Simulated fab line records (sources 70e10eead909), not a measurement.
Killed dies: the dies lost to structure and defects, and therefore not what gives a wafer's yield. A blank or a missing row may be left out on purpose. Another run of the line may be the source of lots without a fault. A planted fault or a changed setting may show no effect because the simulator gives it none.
Chamber matching :: flow nandHarc :: 4 sister chambers for NHARC_A_CHANNEL_FILL_D1_ETCHBACK_19 on rieSi-02
The step etches the open film in HBr/Cl2, target depth 5 nm, time 1.7 s. 8 wafers are shown with their chamber, then 8 later ones without.

WAFERS WITH THEIR CHAMBER
wafer: L078.4
chamber: 0
drypumpMotorCurrentA (A): 5.3
oesProductAu (a.u.): 1.001

wafer: L082.2
chamber: 3
drypumpMotorCurrentA (A): 6.2
oesProductAu (a.u.): 0.991

wafer: L084.3
chamber: 2
drypumpMotorCurrentA (A): 5.1
oesProductAu (a.u.): 0.986

wafer: L084.6
chamber: 1
drypumpMotorCurrentA (A): 5.5
oesProductAu (a.u.): 0.974

wafer: L089.2
chamber: 3
drypumpMotorCurrentA (A): 6.2
oesProductAu (a.u.): 1.012

wafer: L089.3
chamber: 1
drypumpMotorCurrentA (A): 5.5
oesProductAu (a.u.): 0.981

wafer: L089.4
chamber: 2
drypumpMotorCurrentA (A): 5.1
oesProductAu (a.u.): 0.986

wafer: L093.1
chamber: 0
drypumpMotorCurrentA (A): 5.2
oesProductAu (a.u.): 0.997

WAFERS MISSING THEIR CHAMBER
wafer: L093.5
drypumpMotorCurrentA (A): 5.5
oesProductAu (a.u.): 0.991

wafer: L093.6
drypumpMotorCurrentA (A): 5.1
oesProductAu (a.u.): 0.988

wafer: L094.1
drypumpMotorCurrentA (A): 5.5
oesProductAu (a.u.): 0.997

wafer: L094.3
drypumpMotorCurrentA (A): 6.2
oesProductAu (a.u.): 1.002

wafer: L094.6
drypumpMotorCurrentA (A): 5.2
oesProductAu (a.u.): 0.996

wafer: L095.1
drypumpMotorCurrentA (A): 5.1
oesProductAu (a.u.): 0.997

wafer: L095.4
drypumpMotorCurrentA (A): 6.3
oesProductAu (a.u.): 1.007

wafer: L095.5
drypumpMotorCurrentA (A): 5.5
oesProductAu (a.u.): 0.995

THE CHAMBER EACH PASSED THROUGH
wafer: L093.5
from the rows above: 1
in truth: 1

wafer: L093.6
from the rows above: 2
in truth: 2

wafer: L094.1
from the rows above: 1
in truth: 1

wafer: L094.3
from the rows above: 3
in truth: 3

wafer: L094.6
from the rows above: can't be placed: 0 or 2
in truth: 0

wafer: L095.1
from the rows above: 2
in truth: 2

wafer: L095.4
from the rows above: 3
in truth: 3

wafer: L095.5
from the rows above: 1
in truth: 1
Placed correctly: 7 of 8. Can't be placed from these rows: 1 (the true chamber is among the candidates in 1). Placed wrongly: 0.
How it was worked out, from the rows above alone: a wafer's distance from a chamber is the root of the sum, over the readings, of the square of ((its reading less the chamber's mean) divided by the reading's scatter). The wafer belongs to the nearest chamber; if the next one is less than 2 further off, it can't be placed. A chamber's mean is the mean of its shown wafers. The scatter is the square root of a quotient: the sum, over the shown wafers, of each reading's squared deviation from its chamber's mean, divided by wafers minus chambers.
